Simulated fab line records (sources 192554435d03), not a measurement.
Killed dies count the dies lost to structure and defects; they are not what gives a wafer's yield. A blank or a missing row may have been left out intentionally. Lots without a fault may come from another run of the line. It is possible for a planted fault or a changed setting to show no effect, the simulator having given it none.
Split-lot study -- flow n5-finfet -- on a route of 1938 steps: 7 lots, 39 wafers read

== SPLIT DETAILS ==
At N5_HKMG_FIN_ETCH_32 (etches SOC in N2/H2, target depth 240 nm, time 300 s), the setting bias-w was moved away from the recipe's 150 W on 15 of the 39 wafers read, by -16.3% to +8.5%. All remaining wafers had this setting at the recipe value.

The split's own step is where the reading is taken.

== THE READING ==
rf-vpp-V, in V, at N5_HKMG_FIN_ETCH_32 (etches SOC in N2/H2, target depth 240 nm, time 300 s). Typical for fault-free wafers on this fab line: 523.0 V, with standard deviation 2.4 V.

wafer,"tool, chamber at the split","bias-w as run, W",against the recipe,"rf-vpp-V, V",against lot-mates on the recipe
L074.1,"rie-diel-01, 2",150,recipe,521.9,-
L074.2,"rie-diel-01, 3",150,recipe,524.1,-
L074.3,"rie-diel-01, 1",125.5,-16.3%,465.1,-59.0
L074.4,"rie-diel-01, 0",125.5,-16.3%,465.8,-58.3
L074.5,"rie-diel-01, 3",150,recipe,526.4,-
L074.6,"rie-diel-01, 0",125.5,-16.3%,466.0,-58.1
L077.1,"rie-diel-01, 3",150,recipe,524.2,-
L077.2,"rie-diel-01, 1",150,recipe,520.1,-
L077.3,"rie-diel-01, 2",150,recipe,519.3,-
L077.4,"rie-diel-01, 1",150,recipe,521.6,-
L077.5,"rie-diel-01, 2",150,recipe,520.5,-
L077.6,"rie-diel-01, 3",150,recipe,525.0,-
L081.1,"rie-diel-03, 0",161,+7.3%,551.3,+28.2
L081.2,"rie-diel-03, 3",161,+7.3%,547.9,+24.8
L081.3,"rie-diel-03, 2",150,recipe,524.9,-
L081.4,"rie-diel-03, 1",150,recipe,521.4,-
L081.5,"rie-diel-03, 3",161,+7.3%,547.5,+24.4
L081.6,"rie-diel-03, 2",150,recipe,523.1,-
L084.1,"rie-diel-03, 0",150,recipe,526.9,-
L084.4,"rie-diel-03, 2",150,recipe,522.7,-
L084.6,"rie-diel-03, 1",150,recipe,521.1,-
L085.1,"rie-diel-04, 1",150,recipe,522.5,-
L085.2,"rie-diel-04, 0",150,recipe,525.4,-
L085.3,"rie-diel-04, 2",158,+5.3%,539.3,+15.3
L085.4,"rie-diel-04, 3",158,+5.3%,543.1,+19.1
L085.5,"rie-diel-04, 2",158,+5.3%,538.1,+14.1
L085.6,"rie-diel-04, 1",150,recipe,524.2,-
L091.1,"rie-diel-03, 0",132.3,-11.8%,486.4,-35.0
L091.2,"rie-diel-03, 1",150,recipe,519.7,-
L091.3,"rie-diel-03, 2",132.3,-11.8%,482.4,-39.0
L091.4,"rie-diel-03, 3",132.3,-11.8%,483.0,-38.4
L091.5,"rie-diel-03, 1",150,recipe,521.0,-
L091.6,"rie-diel-03, 2",150,recipe,523.5,-
L095.1,"rie-diel-04, 3",150,recipe,525.8,-
L095.2,"rie-diel-04, 2",162.7,+8.5%,548.2,+24.5
L095.3,"rie-diel-04, 1",150,recipe,524.2,-
L095.4,"rie-diel-04, 3",162.7,+8.5%,553.5,+29.8
L095.5,"rie-diel-04, 1",162.7,+8.5%,549.4,+25.7
L095.6,"rie-diel-04, 2",150,recipe,521.0,-

THE FIT
A straight line over all 39 wafers: rf-vpp-V changes by +3.41 V for each +1% of bias-w; r = +1.00; the points scatter about the line by 2.2 V.
The same after taking each lot's own level away (the mean of its wafers on the recipe; 39 wafers): +3.39 V for each +1%; r = +0.99; scatter 2.3 V.
On that fit, the largest move of bias-w shifts the reading by 55 V.
Across the lots, their own levels run from 521.40 to 524.13 V, a range of 1.1 times the standard deviation given above.
So the lot-to-lot level changes the slope little: the two slopes agree.
Check: with one of the wafers moved furthest among these (-16.3%) left out of the fit, the line predicts -54.9 V for it against its lot-mates. Against them it came out at -59 V.
Tool readings at the split's step, against how far the setting was moved: rf-vpp-V r = +1.00.

== OTHER SPLITS ON THESE WAFERS ==
These wafers also went through other splits before the reading. Each is held against what the fit with the lots' levels taken away leaves over:
other split on the same wafers,wafers away from the commonest value,r with rf-vpp-V (lot level and that fit taken away)
N5_DUMMY_GATE_ETCH_37 source-w,12,-0.10
N5_DUMMY_GATE_ETCH_32 time-s,12,+0.11
N5_DUMMY_GATE_ETCH_42 bias-w,15,+0.05
N5_SD_EPI_N_ETCH_45 target-depth-a,12,-0.32
N5_HKMG_FIN_CVD_62 temp-c,15,-0.18

== THE WHOLE CHAIN: every reading that the file lists as answering this split, in the file's order ==
step,what it does,reading,change (the file's fit),r (the file's)
N5_HKMG_FIN_ETCH_32,"etches SOC in N2/H2, target depth 240 nm, time 300 s",rf-vpp-V,+3.39 V for each +1% of the setting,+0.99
N5_HKMG_FIN_ETCH_32,"etches SOC in N2/H2, target depth 240 nm, time 300 s","SiARC_of_HKMG_FIN_COAT_30.thk-nm (the simulator's own value, which no gauge read)",-0.175 nm for each +1% of the setting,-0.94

== THE FILE'S OWN FIT ==
rf-vpp-V changes by +3.39 V for each +1% of bias-w, r = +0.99.
